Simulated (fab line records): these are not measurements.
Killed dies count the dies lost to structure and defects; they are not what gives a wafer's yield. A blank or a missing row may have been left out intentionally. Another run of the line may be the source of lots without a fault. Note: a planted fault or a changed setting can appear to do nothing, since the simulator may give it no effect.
8D (eight disciplines) problem report, filled in by code    flow nand-harc    the parts of the form that need people (team, actions taken, sign-off) are left out

1. WHAT IS WRONG
Mean of oes-product-au at NHARC_A_STAIRCASE_TRIM_220: 0.751 a.u. across 3 wafers in 2 lots; on wafers with no fault it is 0.996 a.u. (standard deviation 0.0096). That is -26 standard deviations from the usual mean.
The step: chemistry O2, time 211.2 s.
Seen first at day 20 18:03 on rie-diel-05, wafer L685.1. The record has a number at this step for 18 wafers belonging to 6 lots. By rule, "out" or "out of limits" means more than 4 standard deviations away from the usual mean. The rest of the wafers with a number are treated as sound.

2. WHAT IT IS, WHAT IT ISN'T
question                     is                      is not
which readings at this step  oes-product-au          drypump-motor-current-A, rf-vpp-V, showerhead-plenum-p-Torr, throttle-valve-pct
which lots                   L685, L690              L675, L687, L691, L696
which wafers of those lots   L685.1, L685.6, L690.2  L685.2, L690.1, L690.5
read on which tools          rie-diel-05             rie-diel-02, rie-diel-03
when                         from day 20 18:03       up to then (4 sound wafers); but 11 sound wafers of L687, L690, L691, L696 came after

3. THE SUSPECTS, EACH WITH WHAT RULES IT OUT
Counting: any tool at a process step up to the reading remains a suspect provided it ran every lot that is out. Sound lots after the first of them don't rule it out here, since some wafers of a struck lot are sound.
- rie-diel-05 at NHARC_A_STAIRCASE_DESCUM_219 (chemistry O2, time 3 s): kept. It processed each lot that is out (first: L685, day 20 17:59); up to then, its last sound lot is L675 (day 15 20:35).
- rie-diel-05 at NHARC_A_STAIRCASE_TRIM_220 (chemistry O2, time 211.2 s): kept. It processed each lot that is out (first: L685, day 20 18:03); up to then, its last sound lot is L675 (day 15 20:42). On those wafers its own readings are out: oes-product-au.
- In rie-diel-05 at NHARC_A_STAIRCASE_TRIM_220, the wafers that are out were processed in chamber 0 and their sound lot-mates in chambers 2, 3.
Left after counting: rie-diel-05 at NHARC_A_STAIRCASE_DESCUM_219, rie-diel-05 at NHARC_A_STAIRCASE_TRIM_220.

4. THE CAUSE (what the simulator had put in)
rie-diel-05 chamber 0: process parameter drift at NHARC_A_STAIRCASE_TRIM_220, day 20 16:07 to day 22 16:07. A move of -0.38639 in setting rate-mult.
Counting leaves 2 suspects; this tool is one of them.

5. SEQUENCE OF EFFECTS, ordered by route
Each row: a reading where the mean over the struck wafers with a number is more than 3 standard deviations away from the usual. Readings are gone through only where the record gives a usual standard deviation; hours: the median, over the lots, of the time from a lot's start at the first step in this table giving one to that lot's start at this step; sigmas: the change measured in usual standard deviations.
hours  step                        reading         usual       on struck wafers  change  sigmas
0      NHARC_A_STAIRCASE_TRIM_220  oes-product-au  0.996 a.u.  0.751             -0.245  -26
It contains these process steps:
- NHARC_A_STAIRCASE_TRIM_220: chemistry O2, time 211.2 s.

6. WHAT WOULD HAVE CAUGHT IT SOONER
2 hours passed between the start of the fault at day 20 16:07 and the first reading out of limits in this record, taken at day 20 18:03.
